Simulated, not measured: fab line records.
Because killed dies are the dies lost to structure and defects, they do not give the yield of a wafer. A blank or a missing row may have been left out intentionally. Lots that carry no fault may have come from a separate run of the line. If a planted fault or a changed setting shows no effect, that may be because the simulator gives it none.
Problem report in the 8D (eight disciplines) form, filled by code	flow n5_finfet	the parts of the form that need people (team, actions taken, sign-off) are left out

## 1. PROBLEM STATEMENT
At N5_BEOL_M0_SAQP_COAT_105, spin_speed_rpm averages 1827.9 rpm over 6 wafers from 2 lots, while fault-free wafers read 1500.0 rpm, standard deviation 0.85. So: +99 or more standard deviations from the usual mean.
The step: time 60 s, resist thk 100 nm.
First observed at day 8 12:23: wafer L713.1, on litho_track-03. The record holds 27 wafers of 10 lots with a number at this step. The rule behind "out" and "out of limits": a value lying over 4 standard deviations away from the usual mean. Any other wafer with a number is counted as sound.

## 2. WHAT IT IS, AND WHAT IT ISN'T
question	is	is not
which readings at this step	spin_speed_rpm	plate_temp_C
which lots	L713, L716	L703, L706, L708, L710, L711, L723, L725, L726
which wafers of those lots	all that have a number	-
read on which tools	litho_track-03	litho_track-02, litho_track-04
when	from day 8 12:23	up to then (12 sound wafers); but 9 sound wafers of L723, L725, L726 came after

## 3. SUSPECTS, AND WHAT RULES EACH OUT
Counting: a tool at a process step up to the reading stays a suspect if it ran every lot that is out and no sound lot after the first of them.
- litho_track-03 at N5_BEOL_M0_SAQP_COAT_105 (time 60 s, resist thk 100 nm): kept. It ran every lot that is out, first L713 (day 8 12:23), and no sound lot after that; its last sound lot up to then is L711 (day 7 20:35). Its own readings are out on those wafers: spin_speed_rpm.
After counting, what remains is litho_track-03 at N5_BEOL_M0_SAQP_COAT_105.

## 4. THE CAUSE (what the simulator had put in)
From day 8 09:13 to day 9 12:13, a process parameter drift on litho_track-03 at N5_BEOL_M0_SAQP_COAT_105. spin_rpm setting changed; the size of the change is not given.
The count eliminated every tool but this one.

## 5. THE CHAIN OF EFFECTS, in route order
Each row: a reading where the mean over the struck wafers with a number is more than 3 standard deviations away from the usual. Readings are gone through only where the record gives a usual standard deviation; hours: the median, over the lots, of the time from a lot's start at the first step in this table giving one to that lot's start at this step; sigmas: the change measured in usual standard deviations.
hours	step	reading	usual	on struck wafers	change	sigmas
0	N5_BEOL_M0_SAQP_COAT_105	spin_speed_rpm	1500.0 rpm	1827.9	+327.9	+99 or more
Its process steps:
- N5_BEOL_M0_SAQP_COAT_105: time 60 s, resist thk 100 nm.
Later steps that measure or inspect, where all struck wafers having a row at the step show a number for every such reading and not one has moved that far: N5_BEOL_M4_RC_MEAS_101.

## 6. WHAT WOULD HAVE CAUGHT IT SOONER
3 hours passed between the start of the fault at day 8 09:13 and the first reading out of limits in this record, taken at day 8 12:23.
